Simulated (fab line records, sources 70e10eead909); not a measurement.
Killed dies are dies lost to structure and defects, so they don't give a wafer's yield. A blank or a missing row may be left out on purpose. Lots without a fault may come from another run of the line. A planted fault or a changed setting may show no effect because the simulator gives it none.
Which tool did it? | flow nand_harc | 6 lots, 18 wafers sampled, at 4 steps of a route of 1159

WHAT THE GAUGES READ, wafer by wafer
NHARC_A_SLIT_CD_MEAS_21.
lot  | measured     | on        | cd_nm (nm)
L950 | day 14 23:29 | cd_sem-01 | 289.6 289.6 290.2
L952 | day 15 03:35 | cd_sem-01 | 290.3 289.5 290.2
L957 | day 16 14:37 | cd_sem-03 | - - -
L968 | day 19 01:38 | cd_sem-03 | 289.2 289.6 289.4
L967 | day 19 04:55 | cd_sem-02 | 289.7 290.5 290.2
L971 | day 19 21:34 | cd_sem-01 | 290.2 290.9 290.3

WHICH TOOL RAN EACH LOT (tool, then ch and the chambers of the sampled wafers, then the start)
lot  | NHARC_A_SGD_CUT_ETCH_16                       | NHARC_A_SGD_CUT_STRIP_28                      | NHARC_A_SLIT_DEP_00
L950 | rie_diel-10 ch 0,2,3, day 14 17:50 or earlier | rie_diel-10 ch 0,2,3, day 14 17:50 or earlier | acl_dep-03 ch 0, day 14 17:50
L952 | rie_diel-10 ch 1,2,3, day 14 21:11 or earlier | rie_diel-09 ch 1,3, day 14 21:11 or earlier   | acl_dep-01 ch 0, day 14 21:11
L957 | rie_diel-02 ch 1,3, day 16 08:32 or earlier   | rie_diel-09 ch 0,3, day 16 08:32 or earlier   | acl_dep-02, day 16 08:32
L968 | rie_diel-09 ch 0,2,3, day 18 17:01 or earlier | rie_diel-02 ch 0,2,3, day 18 17:01            | acl_dep-02 ch 0, day 18 19:19
L967 | rie_diel-02 ch 0,2,3, day 18 21:47 or earlier | rie_diel-09 ch 0,1,2, day 18 21:47 or earlier | acl_dep-01 ch 0, day 18 21:47
L971 | rie_diel-10 ch 0,1,3, day 19 15:36 or earlier | rie_diel-10 ch 0,3, day 19 15:36 or earlier   | acl_dep-02 ch 0, day 19 15:36
- NHARC_A_SGD_CUT_ETCH_16: etches the open film in C4F8/O2/Ar, target depth 310.5 nm, time 155.2 s.
- NHARC_A_SGD_CUT_STRIP_28: strips in O2, time 20 s.
- NHARC_A_SLIT_DEP_00: deposits aC, target thk 3200 nm.

THE ANSWER, worked out from the rows above alone
Rule: what is usual is taken from the lots themselves. Put in order of their means at a reading, lots are off if they are a third of the lots or fewer, leave a main group of 4 or more, and stand apart from it by a gap of 3 or more times the standard deviation of the main group's means; of several such gaps the widest counts. A main group whose means are all the same, to the digits that the tables above print for the reading, isn't used. A lot without any number at a reading at which 4 lots or more have one is off too. The other lots that the step has rows for count as sound.
Off: L957, at NHARC_A_SLIT_CD_MEAS_21 (cd_nm). Without a number there: L957. The main group: mean 290.0 nm, standard deviation 0.35.
A tool fits if, at a process step before that reading, it ran every lot that is off, and no sound lot after the first of them. The gauges at NHARC_A_SLIT_CD_MEAS_21 are tried like those tools. NHARC_A_SGD_CUT_ETCH_16 gives no start for some lots, so the hours and the order of its lots are those of NHARC_A_SLIT_DEP_00. NHARC_A_SGD_CUT_STRIP_28 gives no start for some lots, so the hours and the order of its lots are those of NHARC_A_SLIT_DEP_00. None of those tried fits.

WHAT THE SIMULATOR HAD PUT IN
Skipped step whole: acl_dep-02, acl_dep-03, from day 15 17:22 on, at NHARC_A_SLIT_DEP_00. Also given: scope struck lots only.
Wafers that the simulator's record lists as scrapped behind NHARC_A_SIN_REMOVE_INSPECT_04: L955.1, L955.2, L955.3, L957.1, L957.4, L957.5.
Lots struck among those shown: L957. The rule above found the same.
